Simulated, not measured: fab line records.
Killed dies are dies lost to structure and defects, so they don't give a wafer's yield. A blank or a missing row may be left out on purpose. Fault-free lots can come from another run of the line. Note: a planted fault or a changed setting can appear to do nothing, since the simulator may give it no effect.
Chamber matching -- flow n5-finfet -- N5_BEOL_M0_SAQP_SPACER1_ALD_98 on ald-sin-03: 4 sister chambers
The step deposits SiO2, target thk 12.8 nm, pulse time 1 s, purge time 2 s. 8 wafers are shown with their chamber, then 12 later ones without.

## WAFERS PAIRED WITH THEIR CHAMBERS
wafer,chamber,heater-power-w (W),precursor-pulse-height-rel
L084.6,0,512,0.973
L087.5,3,418,1.005
L088.1,2,532,0.980
L088.2,3,422,0.958
L088.6,1,420,1.028
L092.1,1,420,1.019
L092.2,2,543,0.999
L092.6,0,510,1.006

## WAFERS MISSING THEIR CHAMBER
wafer,heater-power-w (W),precursor-pulse-height-rel
L093.1,414,1.015
L093.3,540,1.001
L093.4,503,1.007
L094.1,503,1.025
L094.5,419,1.006
L094.6,522,1.024
L096.1,425,1.030
L096.2,423,1.002
L096.5,427,0.983
L097.2,409,0.977
L097.3,548,0.998
L097.6,420,0.996

## WHICH CHAMBER EACH WENT THROUGH
wafer,from the rows above,in truth
L093.1,can't be placed: 1 or 3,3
L093.3,2,2
L093.4,0,0
L094.1,0,0
L094.5,can't be placed: 1 or 3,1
L094.6,can't be placed: 0 or 2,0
L096.1,can't be placed: 1 or 3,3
L096.2,can't be placed: 3 or 1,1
L096.5,can't be placed: 3 or 1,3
L097.2,can't be placed: 3 or 1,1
L097.3,2,2
L097.6,can't be placed: 3 or 1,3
4 of 12 placed correctly. Cannot be placed on the basis of these rows: 8; the candidates contain the true chamber in 8. Wrongly placed: 0.
How it was worked out, from the rows above alone: a wafer's distance from a chamber is the root of the sum, over the readings, of the square of ((its reading less the chamber's mean) divided by the reading's scatter). If the next closest chamber is less than 2 further off than the closest, the wafer can't be placed; otherwise it belongs to the closest. The mean given for a chamber averages the wafers shown for that chamber. The scatter: take each reading less its chamber's mean, square it, sum over the shown wafers, divide by the number of wafers less the number of chambers, and take the root.
